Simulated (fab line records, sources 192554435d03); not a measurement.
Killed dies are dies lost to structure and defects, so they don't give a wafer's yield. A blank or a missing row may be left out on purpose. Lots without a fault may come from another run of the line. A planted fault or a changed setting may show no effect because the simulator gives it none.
fab line records | flow n5_finfet | part 1 of 2: steps 1 to 15 of 26
record lots=5 wafers=15 last_day=15
route steps=1938 shown BEOL_M0_CUTY@707 BEOL_M0@715
lots that met no fault: from a run of the same line without faults
start_h: hours from the record's first day to the start of the lot's first wafer shown | wait_h: hours since the lot's step before | " the same as in the row above | L1.1+2: a row that stands for several wafers | - no value, or no start given | * or withheld: withheld | < > ~ a bound
route shown NAME@n: a module of which the file shows steps, and the number in the route of the first | usual: mean/standard deviation of fault-free wafers | same: alike in all rows | chamber/n: place in a boat | sites: the reading at each site | _std_site: their standard deviation | _edge_site: outer sites' mean less inner sites' | radius_mm: how far each site lies from the wafer's centre | mask NAME#n: copy n | behind: the tool/chamber that last shaped the wafer | hold: why the lot was held/for how many hours/how that ended | device: the transistor (n, p or np) that didn't switch | end of line: the same wafers' tests at the end of the route | a step without rows: its recipe alone | killed: dies lost to structure and defects at the first sort, not the wafer's yield | map: a wafer's dies, x killed, . not, _ none there
set.NAME: the setting as run; set.NAME@STEP: as run at that earlier step | model.NAME: the simulator's own value behind a step, which no gauge read
lots at some steps of the route; a table a step, a row a wafer
services: from which hour (start_h, from the record's first day; less than 0 if before it) a tool's chamber was out of use, for how many hours, and why
## steps
# step N5_BEOL_M0_CUTY_DEVELOP_56
# recipe develop_time_s=30 developer=TMAH resist=CAR-ArF-block rinse_liquid=diw dry=air_spin dev_temp_c=23
# columns lot.wafer tool chamber start_h wait_h
L079.1+2+5 litho_track-03 0 - -
L081.1+2+4 litho_track-02 0 - -
L084.3+4+6 litho_track-02 0 - -
L087.2+5+6 litho_track-02 0 - -
L090.2+4+5 litho_track-03 0 - -
# step N5_BEOL_M0_CUTY_CD_MEAS_57
# recipe target_cd_nm=200 landing_energy_ev=500 detector=se_inlens polarity=line
# usual cd_nm=200.0/1.1
# columns lot.wafer tool chamber start_h wait_h cd_nm
L079.1 cd_sem-01 0 145.15 - 200.5
L079.2 " 0 " " 200.8
L079.5 " 0 " " 199.3
L081.1 cd_sem-02 0 158.16 - 200.6
L081.2 " 0 " " 201.5
L081.4 " 0 " " 199.1
L084.3 cd_sem-01 0 175.70 - 198.4
L084.4 " 0 " " 198.1
L084.6 " 0 " " 198.0
L087.2 cd_sem-02 0 194.74 - 199.5
L087.5 " 0 " " 199.5
L087.6 " 0 " " 199.2
L090.2 cd_sem-02 0 213.68 - 199.6
L090.4 " 0 " " 200.1
L090.5 " 0 " " 200.3
# step N5_BEOL_M0_CUTY_OVL_MEAS_58
# recipe points_per_wafer=44
# usual M0_ABLK_OVL=0.1/0.64
# columns lot.wafer tool chamber start_h wait_h M0_ABLK_OVL[nm]
L079.1 overlay-02 0 145.18 0.0 1.0
L079.2 " 0 " " -0.2
L079.5 " 0 " " 0.2
L081.1 overlay-01 0 158.19 0.0 0.0
L081.2 " 0 " " 0.7
L081.4 " 0 " " 0.4
L084.3 overlay-01 0 175.73 0.0 -0.2
L084.4 " 0 " " -0.7
L084.6 " 0 " " -0.9
L087.2 overlay-02 0 194.77 0.0 0.3
L087.5 " 0 " " 0.3
L087.6 " 0 " " 1.0
L090.2 overlay-01 0 213.71 0.0 0.2
L090.4 " 0 " " 1.2
L090.5 " 0 " " 1.2
# step N5_BEOL_M0_CUTY_INSPECT_59
# recipe mode=adi inspect_instrument=macro
# usual raw_defect_count=2.2/1.4
# columns lot.wafer tool chamber start_h wait_h raw_defect_count
L079.1 defect_inspect-02 - 145.20 0.0 5
L079.2 " - " " 6
L079.5 " - " " 1
L081.1 defect_inspect-01 - 158.21 0.0 1
L081.2 " - " " 1
L081.4 " - " " 6
L084.3 defect_inspect-01 - 175.76 0.0 2
L084.4 " - " " 1
L084.6 " - " " 2
L087.2 defect_inspect-02 - 194.79 0.0 2
L087.5 " - " " 2
L087.6 " - " " 1
L090.2 defect_inspect-02 - 213.73 0.0 2
L090.4 " - " " 2
L090.5 " - " " 0
# step N5_BEOL_M0_CUTY_DESCUM_61
# recipe chemistry=O2 time_s=7.9 source_power_w=50 bias_power_w=20 pressure_mtorr=20 rf_frequency_hz=2.712e+07 temp_c=40 resist=CAR-ArF-block o2_flow_sccm=225
# usual drypump_motor_current_A=5.6/0.41 oes_product_au=0.79/0.094 rf_vpp_V=243.3/1.4 showerhead_plenum_p_Torr=2.10/0.068 throttle_valve_pct=20.45/0.26
# columns lot.wafer tool chamber start_h wait_h drypump_motor_current_A oes_product_au rf_hours_counter_h rf_vpp_V showerhead_plenum_p_Torr throttle_valve_pct
L079.1 rie_diel-06 2 145.23 0.0 5.4 0.94 16 245.2 2.21 19.90
L079.2 " 3 " " 4.9 0.95 8 242.0 2.04 20.49
L079.5 " 0 " " 5.8 0.71 - 242.3 2.08 20.35
L081.1 rie_diel-03 0 158.25 0.0 5.4 0.71 226 240.8 1.96 20.36
L081.2 " 1 " " 6.2 0.71 221 243.2 2.08 20.92
L081.4 " 3 " " 6.2 0.87 70 243.2 2.14 20.33
L084.3 rie_diel-06 1 175.79 0.0 5.3 0.69 202 244.7 2.16 20.77
L084.4 " 3 " " 4.9 0.92 19 242.9 2.04 20.51
L084.6 " 1 " " 5.3 0.69 - 243.8 2.16 20.78
L087.2 rie_diel-06 0 194.83 0.0 5.8 0.70 219 241.5 2.07 20.37
L087.5 " 1 " " 5.3 0.68 - 244.3 2.16 20.77
L087.6 " 0 " " 5.8 0.70 - 244.8 2.07 20.37
L090.2 rie_diel-02 3 213.79 0.1 5.1 0.80 71 243.4 2.12 20.46
L090.4 " 0 " " 5.3 0.90 36 243.1 2.04 20.32
L090.5 " 0 " " 5.2 0.89 - 243.7 2.04 20.31
# step N5_BEOL_M0_CUTY_ETCH_62
# recipe chemistry=CF4 target=SiARC mask_material=CAR-ArF-block time_s=58.5 ion_energy_ev=80 pressure_mtorr=40 source_w=545 bias_w=36 Ar_flow_sccm=100 cf4_flow_sccm=100 ends=cleared
# usual drypump_motor_current_A=5.6/0.41 etch_rf_on_time_s=58.0/1.5 oes_product_au=0.68/0.08 rf_vpp_V=184.1/1 showerhead_plenum_p_Torr=2.15/0.068 throttle_valve_pct=15.65/0.25
# columns lot.wafer tool chamber start_h wait_h drypump_motor_current_A etch_rf_on_time_s oes_product_au rf_hours_counter_h rf_vpp_V showerhead_plenum_p_Torr throttle_valve_pct
L079.1 rie_diel-06 2 145.27 0.0 5.4 56.9 0.82 16 186.5 2.28 15.17
L079.2 " 3 " " 4.9 60.4 0.79 8 183.1 2.10 15.66
L079.5 " 0 " " 5.8 60.4 0.60 - 183.7 2.12 15.55
L081.1 rie_diel-03 0 158.28 0.0 5.4 57.7 0.61 226 183.1 2.03 15.71
L081.2 " 1 " " 6.2 54.3 0.62 221 184.2 2.13 16.14
L081.4 " 3 " " 6.2 55.8 0.75 70 183.4 2.18 15.43
L084.3 rie_diel-06 1 175.82 0.0 5.3 58.2 0.60 202 184.0 2.21 15.92
L084.4 " 3 " " 4.9 60.0 0.76 19 184.0 2.10 15.67
L084.6 " 1 " " 5.4 58.7 0.60 - 183.7 2.21 15.94
L087.2 rie_diel-06 0 194.86 0.0 5.8 59.8 0.59 219 183.8 2.11 15.57
L087.5 " 1 " " 5.3 58.6 0.60 - 183.9 2.21 15.94
L087.6 " 0 " " 5.8 59.9 0.60 - 183.4 2.11 15.57
L090.2 rie_diel-02 3 213.82 0.0 5.1 57.9 0.69 71 183.6 2.17 15.58
L090.4 " 0 " " 5.2 56.7 0.79 36 185.0 2.10 15.46
L090.5 " 0 " " 5.2 56.6 0.78 - 183.5 2.10 15.45
# step N5_BEOL_M0_CUTY_ETCH_63
# recipe chemistry=N2/H2 target=SOC target_depth_a=827 overetch_a=165 mask_material=SiARC temp_c=40 ion_energy_ev=200 time_s=124 pressure_mtorr=30 source_w=840 bias_w=150 n2_flow_sccm=200 h2_flow_sccm=200
# usual drypump_motor_current_A=5.6/0.42 oes_product_au=0.65/0.075 rf_vpp_V=524.1/2.6 showerhead_plenum_p_Torr=2.56/0.088 throttle_valve_pct=17.89/0.25
# columns lot.wafer tool chamber start_h wait_h drypump_motor_current_A oes_product_au rf_hours_counter_h rf_vpp_V showerhead_plenum_p_Torr throttle_valve_pct
L079.1 rie_diel-06 2 145.32 0.0 5.4 0.77 16 527.6 2.71 17.47
L079.2 " 3 " " 4.9 0.77 8 523.3 2.48 17.78
L079.5 " 0 " " 5.8 0.59 - 522.1 2.53 17.76
L081.1 rie_diel-03 0 158.33 0.0 5.4 0.58 226 519.9 2.40 17.82
L081.2 " 1 " " 6.2 0.57 221 522.8 2.52 18.38
L081.4 " 3 " " 6.2 0.69 70 525.9 2.59 17.67
L084.3 rie_diel-06 1 175.87 0.0 5.4 0.57 202 526.9 2.64 18.22
L084.4 " 3 " " 4.9 0.75 19 522.6 2.48 17.81
L084.6 " 1 " " 5.4 0.58 - 525.4 2.64 18.20
L087.2 rie_diel-06 0 194.91 0.0 5.8 0.58 219 522.6 2.52 17.78
L087.5 " 1 " " 5.3 0.57 - 526.4 2.64 18.20
L087.6 " 0 " " 5.8 0.57 - 521.8 2.52 17.78
L090.2 rie_diel-02 3 213.87 0.0 5.1 0.67 71 525.1 2.57 17.83
L090.4 " 0 " " 5.2 0.73 36 522.6 2.49 17.76
L090.5 " 0 " " 5.2 0.74 - 522.8 2.49 17.75
# step N5_BEOL_M0_CUTY_STRIP_64
# recipe chemistry=N2/H2 temp_c=40 n2_flow_sccm=200 h2_flow_sccm=200 rf_frequency_hz=6e+07
# columns lot.wafer tool chamber start_h wait_h
L079.1+2+5 rie_diel-06 2,3,0 145.43 0.1
L081.1+2+4 rie_diel-03 0,1,3 158.44 0.1
L084.3+4+6 rie_diel-06 1,3,1 175.98 0.1
L087.2+5+6 rie_diel-06 0,1,0 195.02 0.1
L090.2+4+5 rie_diel-02 3,0,0 213.98 0.1
# step N5_BEOL_M0_ETCH_138
# recipe chemistry=CH3F/O2 target_depth_a=120 target=SiCN time_s=31.6 ion_energy_ev=120 pressure_mtorr=30 source_w=395 bias_w=75 Ar_flow_sccm=150 CH3F_flow_sccm=30 O2_flow_sccm=20 ends=cleared
# usual drypump_motor_current_A=5.6/0.42 etch_rf_on_time_s=29.2/1 oes_product_au=0.68/0.08 rf_vpp_V=297.5/1.6 showerhead_plenum_p_Torr=2.01/0.067 throttle_valve_pct=16.36/0.26
# columns lot.wafer tool chamber start_h wait_h drypump_motor_current_A etch_rf_on_time_s oes_product_au rf_hours_counter_h rf_vpp_V showerhead_plenum_p_Torr throttle_valve_pct
L079.1 rie_diel-06 2 145.44 0.0 5.4 28.1 0.82 16 299.5 2.13 15.87
L079.2 " 3 " " 4.9 30.1 0.80 8 298.2 1.95 16.35
L079.5 " 0 " " 5.8 30.7 0.60 - 297.5 1.98 16.27
L081.1 rie_diel-03 0 158.45 0.0 5.4 28.4 0.60 226 295.8 1.89 16.38
L081.2 " 1 " " 6.2 28.6 0.61 221 299.0 1.99 16.86
L081.4 " 3 " " 6.2 28.9 0.73 70 298.7 2.03 16.10
L084.3 rie_diel-06 1 175.99 0.0 5.4 29.4 0.59 202 298.9 2.08 16.68
L084.4 " 3 " " 4.9 29.7 0.77 19 296.0 1.95 16.36
L084.6 " 1 " " 5.4 30.0 0.60 - 297.9 2.08 16.68
L087.2 rie_diel-06 0 195.03 0.0 5.8 29.9 0.60 219 295.2 1.98 16.30
L087.5 " 1 " " 5.3 29.4 0.60 - 296.9 2.07 16.69
L087.6 " 0 " " 5.8 30.4 0.60 - 294.7 1.98 16.32
L090.2 rie_diel-02 3 213.99 0.0 5.1 27.5 0.69 71 298.7 2.03 16.29
L090.4 " 0 " " 5.2 28.0 0.77 36 296.4 1.97 16.25
L090.5 " 0 " " 5.2 27.0 0.78 - 295.2 1.97 16.24
# step N5_BEOL_M0_HM_OPEN_105
# recipe chemistry=Cl2/BCl3 target_depth_a=120 target=TiN ion_energy_ev=150 pressure_mtorr=10 icp_w=1000 bias_w=126 Cl2_flow_sccm=53.25 bcl3_flow_sccm=21.75 Ar_flow_sccm=25
# usual bcl3_flow_sccm=21.76/0.071 drypump_motor_current_A=6.0/0.33 oes_product_au=0.73/0.11 throttle_valve_pct=22.0/0.41
# columns lot.wafer tool chamber start_h wait_h bcl3_flow_sccm drypump_motor_current_A oes_product_au rf_hours_counter_h throttle_valve_pct
L079.1 rie_metal-02 1 146.76 1.3 21.82 5.7 0.64 110 21.7
L079.2 " 0 " " 21.81 5.4 0.82 24 21.6
L079.5 " 1 " " 21.73 5.7 0.64 - 21.7
L081.1 rie_metal-03 1 160.03 1.5 21.70 6.1 0.81 32 22.0
L081.2 " 1 " " 21.80 6.1 0.82 - 22.0
L081.4 " 1 " " 21.67 6.1 0.82 - 22.0
L084.3 rie_metal-03 0 177.63 1.6 21.83 6.3 0.61 - 22.6
L084.4 " 1 " " 21.75 6.1 0.80 - 22.0
L084.6 " 1 " " 21.67 6.1 0.81 - 22.0
L087.2 rie_metal-03 0 195.75 0.7 21.71 6.3 0.62 128 22.6
L087.5 " 0 " " 21.69 6.4 0.61 - 22.6
L087.6 " 1 " " 21.79 6.1 0.81 - 22.0
L090.2 rie_metal-02 1 215.46 1.4 21.90 5.7 0.63 116 21.8
L090.4 " 1 " " 21.81 5.7 0.63 - 21.8
L090.5 " 0 " " 21.74 5.4 0.80 - 21.6
# step N5_BEOL_M0_STRIP_140
# recipe chemistry=CF4 resist=SiARC power_w=300 bias_power_w=75 pressure_mtorr=50 cf4_flow_sccm=150 rf_frequency_hz=6e+07
# usual drypump_motor_current_A=5.6/0.42 oes_product_au=0.79/0.082 rf_vpp_V=271.4/1.7 showerhead_plenum_p_Torr=1.80/0.057 throttle_valve_pct=13.59/0.25
# columns lot.wafer tool chamber start_h wait_h drypump_motor_current_A oes_product_au rf_hours_counter_h rf_vpp_V showerhead_plenum_p_Torr throttle_valve_pct
L079.1 rie_diel-02 3 146.93 0.1 5.1 0.82 45 272.1 1.83 13.44
L079.2 " 1 " " 6.2 0.76 110 270.8 1.81 13.67
L079.5 " 3 " " 5.0 0.83 - 271.8 1.83 13.45
L081.1 rie_diel-02 3 160.35 0.3 5.1 0.84 50 272.1 1.83 13.45
L081.2 " 1 " " 6.2 0.75 115 273.6 1.81 13.68
L081.4 " 2 " " 5.8 0.86 37 271.2 1.74 13.42
L084.3 rie_diel-03 1 177.88 0.2 6.2 0.69 228 269.7 1.78 14.10
L084.4 " 2 " " 5.5 0.76 131 271.2 1.87 13.63
L084.6 " 2 " " 5.5 0.77 - 272.0 1.87 13.66
L087.2 rie_diel-06 3 195.92 0.1 4.9 0.89 21 269.5 1.76 13.66
L087.5 " 2 " " 5.4 0.90 - 274.0 1.90 13.13
L087.6 " 3 " " 4.9 0.89 - 269.4 1.76 13.65
L090.2 rie_diel-06 2 215.63 0.1 5.4 0.89 33 274.0 1.90 13.13
L090.4 " 0 " " 5.8 0.69 227 268.4 1.76 13.57
L090.5 " 3 " " 4.9 0.88 - 271.9 1.76 13.65
# step N5_BEOL_M0_STRIP_104
# recipe chemistry=N2/H2 power_w=450 temp_c=40 pressure_mtorr=20 rf_frequency_hz=6e+07 overash_fraction=0.3 bias_power_w=7 h2_frac=0.5 n2_flow_sccm=200 h2_flow_sccm=200
# usual drypump_motor_current_A=5.6/0.42 oes_product_au=0.80/0.086 rf_vpp_V=59.2/1.7 showerhead_plenum_p_Torr=2.55/0.088 throttle_valve_pct=23.75/0.25
# columns lot.wafer tool chamber start_h wait_h drypump_motor_current_A oes_product_au rf_hours_counter_h rf_vpp_V showerhead_plenum_p_Torr throttle_valve_pct
L079.1 rie_diel-02 3 146.95 0.0 5.1 0.85 45 61.2 2.58 23.74
L079.2 " 1 " " 6.2 0.77 110 59.8 2.57 23.79
L079.5 " 3 " " 5.1 0.84 - 57.5 2.58 23.74
L081.1 rie_diel-02 3 160.37 0.0 5.1 0.83 50 59.9 2.58 23.75
L081.2 " 1 " " 6.1 0.76 115 62.0 2.57 23.78
L081.4 " 2 " " 5.7 0.89 37 60.9 2.47 23.72
L084.3 rie_diel-03 1 177.90 0.0 6.2 0.70 228 59.1 2.51 24.29
L084.4 " 2 " " 5.5 0.76 131 56.6 2.66 23.97
L084.6 " 2 " " 5.5 0.78 - 60.2 2.66 23.98
L087.2 rie_diel-06 3 195.94 0.0 4.9 0.90 21 60.4 2.47 23.57
L087.5 " 2 " " 5.4 0.90 - 56.1 2.70 23.47
L087.6 " 3 " " 4.9 0.91 - 60.5 2.47 23.56
L090.2 rie_diel-06 2 215.65 0.0 5.4 0.90 33 61.1 2.70 23.47
L090.4 " 0 " " 5.8 0.72 227 60.6 2.52 23.51
L090.5 " 3 " " 4.9 0.89 - 58.1 2.47 23.59
# step N5_BEOL_M0_WET_ETCH_106
# recipe chemistry=DHF dilution=10:1 temp_c=25 target=SiO2 target_depth_a=1300 dry=ipa_marangoni rinse_time_s=30 rinse_temp_c=23
# columns lot.wafer tool chamber start_h wait_h
L079.1+2+5 wet_bench-06 0,1,7 147.02 -
L081.1+2+4 wet_bench-01 7,3,6 160.44 -
L084.3+4+6 wet_bench-06 7,1,4 177.96 -
L087.2+5+6 wet_bench-01 4,6,3 196.01 -
L090.2+4+5 wet_bench-04 0,2,6 215.72 -
# step N5_BEOL_M0_ETCH_128
# recipe chemistry=CF4/N2 target_depth_a=120 overetch_a=51 target=SiCN time_s=21.4 ion_energy_ev=150 pressure_mtorr=40 source_w=430 bias_w=70 Ar_flow_sccm=100 cf4_flow_sccm=60 n2_flow_sccm=60
# usual drypump_motor_current_A=5.5/0.42 oes_product_au=0.56/0.063 rf_vpp_V=382.5/1.9 showerhead_plenum_p_Torr=2.22/0.071 throttle_valve_pct=15.42/0.23
# columns lot.wafer tool chamber start_h wait_h drypump_motor_current_A oes_product_au rf_hours_counter_h rf_vpp_V showerhead_plenum_p_Torr throttle_valve_pct
L079.1 rie_diel-02 2 147.08 0.0 5.8 0.60 33 380.3 2.16 15.35
L079.2 " 0 " " 5.2 0.66 9 382.7 2.17 15.24
L079.5 " 1 " " 6.1 0.54 - 383.8 2.22 15.51
L081.1 rie_diel-02 3 160.50 0.0 5.1 0.57 50 383.6 2.25 15.34
L081.2 " 2 " " 5.7 0.61 37 381.2 2.15 15.36
L081.4 " 1 " " 6.2 0.53 115 382.0 2.22 15.50
L084.3 rie_diel-06 1 178.04 0.0 5.3 0.48 203 383.1 2.28 15.75
L084.4 " 3 " " 5.0 0.62 19 381.3 2.16 15.49
L084.6 " 3 " " 4.9 0.63 - 381.4 2.16 15.47
L087.2 rie_diel-06 2 196.08 0.0 5.3 0.64 27 386.4 2.34 15.00
L087.5 " 3 " " 4.9 0.62 - 382.1 2.16 15.48
L087.6 " 2 " " 5.4 0.63 - 385.3 2.34 15.01
L090.2 rie_diel-02 3 215.78 0.0 5.1 0.55 72 383.2 2.24 15.39
L090.4 " 1 " " 6.1 0.51 138 381.9 2.21 15.56
L090.5 " 3 " " 5.1 0.54 - 383.1 2.24 15.39
# step N5_BEOL_M0_TRENCH_ETCH_107
# recipe chemistry=C4F6/O2 target_depth_a=328 target=SiOC time_s=16.4 ion_energy_ev=250 pressure_mtorr=30 source_w=355 bias_w=185 Ar_flow_sccm=300 C4F6_flow_sccm=10 O2_flow_sccm=10
# usual drypump_motor_current_A=5.5/0.41 oes_product_au=0.82/0.094 rf_vpp_V=666/13 showerhead_plenum_p_Torr=2.86/0.091 throttle_valve_pct=20.88/0.24
# columns lot.wafer tool chamber start_h wait_h drypump_motor_current_A oes_product_au rf_hours_counter_h rf_vpp_V showerhead_plenum_p_Torr throttle_valve_pct
L079.1 rie_diel-02 2 147.12 0.0 5.8 0.89 33 664 2.80 20.95
L079.2 " 0 " " 5.2 0.98 9 672 2.81 20.83
L079.5 " 1 " " 6.1 0.76 - 652 2.85 20.85
L081.1 rie_diel-02 3 160.54 0.0 5.1 0.85 50 674 2.90 20.89
L081.2 " 2 " " 5.7 0.89 37 665 2.80 20.94
L081.4 " 1 " " 6.2 0.77 115 652 2.84 20.85
L084.3 rie_diel-06 1 178.09 0.0 5.3 0.70 203 661 2.95 21.26
L084.4 " 3 " " 4.9 0.90 19 650 2.77 20.91
L084.6 " 3 " " 4.9 0.91 - 649 2.77 20.92
L087.2 rie_diel-06 2 196.13 0.0 5.4 0.91 27 675 3.02 20.45
L087.5 " 3 " " 4.9 0.89 - 652 2.77 20.93
L087.6 " 2 " " 5.4 0.91 - 675 3.02 20.46
L090.2 rie_diel-02 3 215.82 0.0 5.1 0.82 72 673 2.89 20.91
L090.4 " 1 " " 6.2 0.74 138 654 2.83 20.89
L090.5 " 3 " " 5.1 0.82 - 672 2.89 20.88
